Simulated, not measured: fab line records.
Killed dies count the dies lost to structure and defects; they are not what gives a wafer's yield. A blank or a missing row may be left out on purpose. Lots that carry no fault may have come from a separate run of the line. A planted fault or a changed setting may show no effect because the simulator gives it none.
Which tool was responsible?	flow nand-harc	72 wafers from 24 lots sampled at 6 of the route's 1302 steps

== WHAT EACH GAUGE READ, for each wafer ==
NHARC_P_CONTACT_CD_MEAS_19. Usual: cd-nm 90.0 nm, standard deviation 1.1.
lot	measured	on	cd-nm (nm)	flag
L074	day 5 20:51	cd-sem-02	90.0 88.8 89.1	
L075	day 6 08:11	cd-sem-01	89.9 90.1 90.3	
L076	day 6 22:26	cd-sem-01	89.3 88.2 90.4	
L077	day 7 08:20	cd-sem-01	89.8 88.8 88.3	
L078	day 7 18:34	cd-sem-03	91.6 89.9 91.0	
L079	day 8 00:20	cd-sem-01	90.6 92.1 90.6	
L080	day 8 06:07	cd-sem-03	89.7 90.6 91.2	
L081	day 8 19:31	cd-sem-01	88.9 90.0 89.2	
L082	day 9 10:46	cd-sem-02	90.6 90.8 90.7	
L083	day 9 16:58	cd-sem-02	89.2 89.6 89.8	
L084	day 10 08:48	cd-sem-01	90.6 88.6 89.8	
L085	day 10 10:04	cd-sem-03	88.1 90.3 91.5	
L086	day 10 19:31	cd-sem-03	90.7 90.1 90.6	
L087	day 11 10:01	cd-sem-01	90.6 91.0 91.9	
L088	day 12 02:44	cd-sem-03	91.2 91.2 90.9	
L089	day 12 02:01	cd-sem-02	88.8 89.2 89.1	
L090	day 12 11:47	cd-sem-02	90.7 89.3 88.5	
L091	day 12 22:48	cd-sem-01	92.6 89.5 89.7	
L092	day 13 07:31	cd-sem-01	89.0 88.6 89.7	
L093	day 14 00:22	cd-sem-01	90.1 90.3 90.1	
L094	day 14 05:30	cd-sem-01	90.7 88.7 89.7	
L095	day 14 16:46	cd-sem-03	91.0 90.2 90.3	
L096	day 15 05:08	cd-sem-03	90.6 90.4 89.6	
L097	day 15 12:55	cd-sem-02	88.7 89.8 90.0	

== TOOL THAT RAN EACH LOT (tool first, then ch and the chambers of the sampled wafers, then the start) ==
lot	NHARC_P_ZERO_WELL_DESCUM_13	NHARC_P_ZERO_WELL_RTA_42	NHARC_P_GATE_ALD_36	NHARC_P_GATE_STRIP_75	NHARC_P_CONTACT_ETCH_31
L074	rie-diel-04 ch 0,1,2, day 1 21:32	rtp-anneal-02 ch 0, day 2 03:04	ald-sin-03 ch 0,1,2, day 5 01:04	plasma-asher-02 ch 0,1, day 5 12:23	rie-diel-13 ch 0,2,3, day 5 20:51 or earlier
L075	rie-diel-04 ch 2,3, day 2 07:31	rtp-anneal-02 ch 0, day 2 13:28	ald-sin-01 ch 1,3, day 5 12:31	plasma-asher-02 ch 0,1, day 5 23:57	rie-diel-13 ch 0,2, day 6 08:11 or earlier
L076	rie-diel-01 ch 0,2,3, day 2 17:21	rtp-anneal-01 ch 0, day 2 23:10	ald-sin-03 ch 2,3, day 6 02:50	plasma-asher-01 ch 0,1, day 6 14:19	rie-diel-02 ch 0,1, day 6 22:26 or earlier
L077	rie-diel-01 ch 0,2,3, day 3 03:25	rtp-anneal-02 ch 0, day 3 09:14	ald-sin-02 ch 0,2,3, day 6 14:41	plasma-asher-01 ch 0,1, day 6 23:57	rie-diel-02 ch 0,1,3, day 7 08:20 or earlier
L078	rie-diel-01 ch 1,3, day 3 13:25	rtp-anneal-01 ch 0, day 3 18:50	ald-sin-01 ch 1,3, day 7 00:00	plasma-asher-02 ch 0,1, day 7 10:18	rie-diel-13 ch 1,2,3, day 7 18:34 or earlier
L079	rie-diel-09 ch 0,2,3, day 3 23:23	rtp-anneal-01 ch 0, day 4 04:58	ald-sin-03 ch 0,3, day 7 03:55	plasma-asher-01 ch 1, day 7 15:57	rie-diel-02 ch 0,1, day 8 00:20 or earlier
L080	rie-diel-04 ch 1,3, day 4 09:16	rtp-anneal-02 ch 0, day 4 14:44	ald-sin-02 ch 0,3, day 7 11:40	plasma-asher-02 ch 1, day 7 21:51	rie-diel-06 ch 0,1,2, day 8 06:07 or earlier
L081	rie-diel-09 ch 0,2,3, day 4 21:10	rtp-anneal-02 ch 0, day 5 02:40	ald-sin-01 ch 0,2,3, day 7 23:47	plasma-asher-01 ch 0,1, day 8 11:07	rie-diel-13 ch 1,2,3, day 8 19:31 or earlier
L082	rie-diel-09 ch 0,1,2, day 5 05:25	rtp-anneal-01 ch 0, day 5 11:07	ald-sin-03 ch 0,1,2, day 8 17:11	plasma-asher-02 ch 0,1, day 9 02:30	rie-diel-06 ch 0,1,3, day 9 10:46 or earlier
L083	rie-diel-01 ch 2,3, day 5 15:16	rtp-anneal-02 ch 0, day 5 20:58	ald-sin-02 ch 0,1,3, day 8 22:24	plasma-asher-02 ch 0,1, day 9 08:35	rie-diel-06 ch 1,2,3, day 9 16:58 or earlier
L084	rie-diel-04 ch 0,1,3, day 6 01:26	rtp-anneal-01 ch 0, day 6 06:55	ald-sin-01 ch 0,2,3, day 9 16:26	plasma-asher-01 ch 0,1, day 10 00:40	rie-diel-06 ch 0,1,2, day 10 08:48 or earlier
L085	rie-diel-01 ch 0,1,3, day 6 11:23	rtp-anneal-01 ch 0, day 6 17:03	ald-sin-03 ch 1,2,3, day 9 14:09	plasma-asher-02 ch 0,1, day 10 01:38	rie-diel-06 ch 0,1,3, day 10 10:04 or earlier
L086	rie-diel-04 ch 1,2, day 6 21:29	rtp-anneal-02 ch 0, day 7 03:37	ald-sin-02 ch 1,2, day 10 00:48	plasma-asher-01 ch 0,1, day 10 11:08	rie-diel-02 ch 0,1,3, day 10 19:31 or earlier
L087	rie-diel-04 ch 1,2,3, day 7 07:17	rtp-anneal-02 ch 0, day 7 12:56	ald-sin-01 ch 1,2, day 10 14:29	plasma-asher-01 ch 0,1, day 11 01:53	rie-diel-06 ch 1,2,3, day 11 10:01 or earlier
L088	rie-diel-04 ch 0,1,2, day 7 17:26	rtp-anneal-01 ch 0, day 7 23:07	ald-sin-02 ch 0,2, day 11 07:37	plasma-asher-01 ch 0,1, day 11 18:17	rie-diel-02 ch 1,2,3, day 12 02:44 or earlier
L089	rie-diel-01 ch 1,2,3, day 8 03:25	rtp-anneal-01 ch 0, day 8 08:52	ald-sin-03 ch 1,2,3, day 11 07:33	plasma-asher-01 ch 0,1, day 11 17:54	rie-diel-06 ch 2,3, day 12 02:01 or earlier
L090	rie-diel-09 ch 2,3, day 8 13:37	rtp-anneal-01 ch 0, day 8 19:02	ald-sin-01 ch 0,1, day 11 15:58	plasma-asher-02 ch 1, day 12 03:22	rie-diel-06 ch 0,1, day 12 11:47 or earlier
L091	rie-diel-09 ch 0,1,3, day 8 23:24	rtp-anneal-01 ch 0, day 9 04:48	ald-sin-03 ch 0,2,3, day 12 03:07	plasma-asher-01 ch 0,1, day 12 14:29	rie-diel-02 ch 0,1,3, day 12 22:48 or earlier
L092	rie-diel-04 ch 2,3, day 9 09:16	rtp-anneal-02 ch 0, day 9 14:52	ald-sin-01 ch 0,2,3, day 12 11:31	plasma-asher-02 ch 0,1, day 12 22:52	rie-diel-13 ch 0,2,3, day 13 07:31 or earlier
L093	rie-diel-04 ch 0,1, day 9 19:53	rtp-anneal-01 ch 0, day 10 01:36	ald-sin-03 ch 0,2,3, day 13 07:06	plasma-asher-01 ch 0,1, day 13 16:14	rie-diel-13 ch 0,1, day 14 00:22 or earlier
L094	rie-diel-09 ch 0,2, day 10 05:17	rtp-anneal-01 ch 0, day 10 10:50	ald-sin-01 ch 0,1,3, day 13 09:37	plasma-asher-01 ch 0,1, day 13 21:02	rie-diel-06 ch 0,1,3, day 14 05:30 or earlier
L095	rie-diel-09 ch 0,3, day 10 15:25	rtp-anneal-01 ch 0, day 10 21:02	ald-sin-03 ch 0,1,3, day 13 22:11	plasma-asher-02 ch 0,1, day 14 08:24	rie-diel-02 ch 0,2, day 14 16:46 or earlier
L096	rie-diel-09 ch 0,1,3, day 11 01:16	rtp-anneal-01 ch 0, day 11 06:53	ald-sin-01 ch 0,1, day 14 09:12	plasma-asher-01 ch 0,1, day 14 20:28	rie-diel-06 ch 0,2, day 15 05:08 or earlier
L097	rie-diel-01 ch 0,1,3, day 11 11:19	rtp-anneal-02 ch 0, day 11 17:02	ald-sin-02 ch 0,2,3, day 14 16:46	plasma-asher-01 ch 0, day 15 04:02	rie-diel-02 ch 0,2,3, day 15 12:55 or earlier
- NHARC_P_ZERO_WELL_DESCUM_13: chemistry O2, time 3 s.
- NHARC_P_ZERO_WELL_RTA_42: time 300 s.
- NHARC_P_GATE_ALD_36: deposits SiNx, target thk 20 nm, pulse time 60 s, ald cycles 223.
- NHARC_P_GATE_STRIP_75: strips in O2.
- NHARC_P_CONTACT_ETCH_31: etches the open film in CH3F/O2, target depth 30 nm, time 85.7 s.

== AS READ BY THE TOOLS THEMSELVES (means over the sampled wafers that have a number; for cases with no such wafer, the mark the record gives instead) ==
NHARC_P_ZERO_WELL_DESCUM_13. Usual: drypump-motor-current-A 5.6 A, standard deviation 0.4; oes-product-au 0.997 a.u., standard deviation 0.0084; rf-vpp-V 57.7 V, standard deviation 0.89; showerhead-plenum-p-Torr 1.92 Torr, standard deviation 0.08; throttle-valve-pct 11.311 %, standard deviation 0.0088.
lot	tool	drypump-motor-current-A (A)	oes-product-au (a.u.)	rf-vpp-V (V)	showerhead-plenum-p-Torr (Torr)	throttle-valve-pct (%)	flag
L074	rie-diel-04	5.5	0.990	57.3	1.97	11.306	
L075	rie-diel-04	5.7	0.997	57.4	1.92	11.313	
L076	rie-diel-01	5.9	0.998	58.3	1.89	11.316	
L077	rie-diel-01	5.9	0.991	58.3	1.88	11.312	
L078	rie-diel-01	6.1	0.997	57.9	1.84	11.313	
L079	rie-diel-09	5.4	1.001	57.4	1.94	11.311	
L080	rie-diel-04	5.9	0.997	57.5	1.92	11.313	
L081	rie-diel-09	5.4	1.003	57.3	1.93	11.308	
L082	rie-diel-09	5.4	0.996	57.8	1.94	11.311	
L083	rie-diel-01	6.2	0.998	57.1	1.89	11.316	
L084	rie-diel-04	5.8	0.991	58.2	1.89	11.319	
L085	rie-diel-01	5.9	1.005	57.5	1.82	11.313	
L086	rie-diel-04	5.7	0.994	58.4	1.98	11.309	
L087	rie-diel-04	5.8	0.988	57.0	1.91	11.312	
L088	rie-diel-04	5.5	1.000	58.5	1.95	11.321	
L089	rie-diel-01	5.8	0.994	56.1	1.88	11.317	
L090	rie-diel-09	5.5	1.008	57.6	1.92	11.315	
L091	rie-diel-09	5.3	1.009	58.6	1.98	11.306	
L092	rie-diel-04	5.7	0.989	57.3	1.90	11.315	
L093	rie-diel-04	5.7	0.989	58.2	1.95	11.306	
L094	rie-diel-09	5.3	0.999	57.8	1.89	11.309	
L095	rie-diel-09	5.3	0.994	58.3	1.97	11.304	
L096	rie-diel-09	5.3	1.010	57.2	1.97	11.314	
L097	rie-diel-01	5.9	1.001	57.2	1.81	11.314	

NHARC_P_ZERO_WELL_RTA_42. Usual: lamp-power-pct 37 %, standard deviation 5.7; lamp_zone_4_pct 37 %, standard deviation 5.7; lamp_zone_5_pct 37 %, standard deviation 5.7; wafer_temp_C_max 1104.7, standard deviation 1.1.
lot	tool	lamp-power-pct (%)	lamp_zone_4_pct (%)	lamp_zone_5_pct (%)	wafer_temp_C_max	flag
L074	rtp-anneal-02	30	30	30	1105.1	
L075	rtp-anneal-02	30	30	30	1104.1	
L076	rtp-anneal-01	42	42	42	1104.6	
L077	rtp-anneal-02	30	30	30	1105.1	
L078	rtp-anneal-01	42	42	42	1103.8	
L079	rtp-anneal-01	42	42	42	1103.9	
L080	rtp-anneal-02	30	30	30	1105.5	
L081	rtp-anneal-02	30	30	30	1105.9	
L082	rtp-anneal-01	42	42	42	1103.7	
L083	rtp-anneal-02	30	30	30	1106.1	
L084	rtp-anneal-01	42	42	42	1103.5	
L085	rtp-anneal-01	42	42	42	1104.8	
L086	rtp-anneal-02	30	30	30	1105.7	
L087	rtp-anneal-02	30	30	30	1105.5	
L088	rtp-anneal-01	42	42	42	1104.9	
L089	rtp-anneal-01	42	42	42	1105.0	
L090	rtp-anneal-01	42	42	42	1104.4	
L091	rtp-anneal-01	42	42	42	1104.9	
L092	rtp-anneal-02	30	30	30	1105.0	
L093	rtp-anneal-01	42	42	42	1104.3	
L094	rtp-anneal-01	42	42	42	1104.5	
L095	rtp-anneal-01	42	42	42	1105.4	
L096	rtp-anneal-01	42	42	42	1104.5	
L097	rtp-anneal-02	30	30	30	1105.4	

NHARC_P_GATE_ALD_36. Usual: heater-power-w 855 W, standard deviation 120; precursor-pulse-height-rel 0.999, standard deviation 0.02.
lot	tool	heater-power-w (W)	precursor-pulse-height-rel	flag
L074	ald-sin-03	985	1.001	
L075	ald-sin-01	781	0.978	
L076	ald-sin-03	841	1.004	
L077	ald-sin-02	776	0.994	
L078	ald-sin-01	789	1.022	
L079	ald-sin-03	1043	0.973	
L080	ald-sin-02	822	0.985	
L081	ald-sin-01	828	0.989	
L082	ald-sin-03	998	0.997	
L083	ald-sin-02	839	0.985	
L084	ald-sin-01	814	1.019	
L085	ald-sin-03	887	1.027	
L086	ald-sin-02	747	1.008	
L087	ald-sin-01	767	1.018	
L088	ald-sin-02	779	0.998	
L089	ald-sin-03	911	0.981	
L090	ald-sin-01	793	1.009	
L091	ald-sin-03	954	0.994	
L092	ald-sin-01	809	0.997	
L093	ald-sin-03	956	0.990	
L094	ald-sin-01	795	0.980	
L095	ald-sin-03	1014	1.000	
L096	ald-sin-01	832	0.999	
L097	ald-sin-02	776	1.000	

NHARC_P_GATE_STRIP_75. Usual: drypump-motor-current-A 5.8 A, standard deviation 0.34; heater-power-w 370 W, standard deviation 28.
lot	tool	drypump-motor-current-A (A)	heater-power-w (W)	flag
L074	plasma-asher-02	6.0	330	
L075	plasma-asher-02	6.0	335	
L076	plasma-asher-01	5.7	398	
L077	plasma-asher-01	5.6	401	
L078	plasma-asher-02	6.0	336	
L079	plasma-asher-01	5.8	387	
L080	plasma-asher-02	6.4	360	
L081	plasma-asher-01	5.7	382	
L082	plasma-asher-02	6.3	342	
L083	plasma-asher-02	6.0	333	
L084	plasma-asher-01	5.7	385	
L085	plasma-asher-02	6.3	344	
L086	plasma-asher-01	5.7	384	
L087	plasma-asher-01	5.7	387	
L088	plasma-asher-01	5.6	389	
L089	plasma-asher-01	5.7	386	
L090	plasma-asher-02	6.5	369	
L091	plasma-asher-01	5.7	384	
L092	plasma-asher-02	6.2	354	
L093	plasma-asher-01	5.6	380	
L094	plasma-asher-01	5.7	387	
L095	plasma-asher-02	6.2	360	
L096	plasma-asher-01	5.6	386	
L097	plasma-asher-01	5.5	392	

NHARC_P_CONTACT_ETCH_31. Usual: drypump-motor-current-A 5.5 A, standard deviation 0.47; oes-product-au 0.980 a.u., standard deviation 0.013; rf-fwd-power-W 496.7 W, standard deviation 1.5; rf-vpp-V 245.0 V, standard deviation 1.7; showerhead-plenum-p-Torr 2.50 Torr, standard deviation 0.1; throttle-valve-pct 20.663 %, standard deviation 0.0088.
lot	tool	drypump-motor-current-A (A)	oes-product-au (a.u.)	rf-fwd-power-W (W)	rf-vpp-V (V)	showerhead-plenum-p-Torr (Torr)	throttle-valve-pct (%)	flag
L074	rie-diel-13	5.6	0.987	495.9	245.2	2.51	20.660	
L075	rie-diel-13	5.4	0.993	497.2	243.5	2.45	20.662	
L076	rie-diel-02	5.0	0.989	496.9	246.8	2.60	20.671	
L077	rie-diel-02	5.4	0.959	495.8	246.3	2.54	20.666	
L078	rie-diel-13	5.4	0.987	498.3	245.5	2.55	20.668	
L079	rie-diel-02	5.0	0.984	496.8	246.5	2.60	20.661	
L080	rie-diel-06	5.9	0.989	496.3	244.9	2.47	20.655	
L081	rie-diel-13	5.4	0.985	498.4	244.6	2.55	20.667	
L082	rie-diel-06	5.6	0.986	495.0	245.0	2.52	20.662	
L083	rie-diel-06	5.4	0.990	495.9	243.6	2.42	20.675	
L084	rie-diel-06	5.9	0.984	496.6	244.2	2.47	20.665	
L085	rie-diel-06	5.6	0.987	497.5	245.1	2.52	20.653	
L086	rie-diel-02	5.3	0.986	496.9	245.9	2.54	20.659	
L087	rie-diel-06	5.3	0.975	496.0	244.8	2.42	20.658	
L088	rie-diel-02	5.5	0.980	497.3	244.6	2.47	20.657	
L089	rie-diel-06	5.2	0.966	497.1	243.5	2.36	20.660	
L090	rie-diel-06	6.0	0.977	496.0	244.8	2.53	20.666	
L091	rie-diel-02	5.3	0.986	497.2	245.5	2.54	20.664	
L092	rie-diel-13	5.6	0.972	496.9	245.9	2.51	20.656	
L093	rie-diel-13	5.8	0.979	495.6	245.2	2.54	20.655	
L094	rie-diel-06	5.6	0.972	496.4	245.7	2.52	20.659	
L095	rie-diel-02	5.5	0.980	496.9	243.3	2.41	20.657	
L096	rie-diel-06	5.9	0.953	497.3	245.8	2.50	20.662	
L097	rie-diel-02	5.6	0.968	496.2	244.6	2.44	20.662	

== THE ANSWER, worked out from the rows above alone ==
Rule: a lot counts as off when the mean over its wafers that have a number is more than 3 standard deviations away from the usual mean. A lot without any number at a reading at which 4 lots or more have one is off too. Any other lot the step has rows for is counted as sound. After the gauges, taken in route order, come the tools' own readings; for these a lot's mean is taken, as printed above. The first step at which some lot is off is used, and at that step the reading that is off furthest; a lot without a number counts as furthest.
None of the lots is off at any reading shown; this tells nothing.

== WHAT THE SIMULATOR HAD INSERTED ==
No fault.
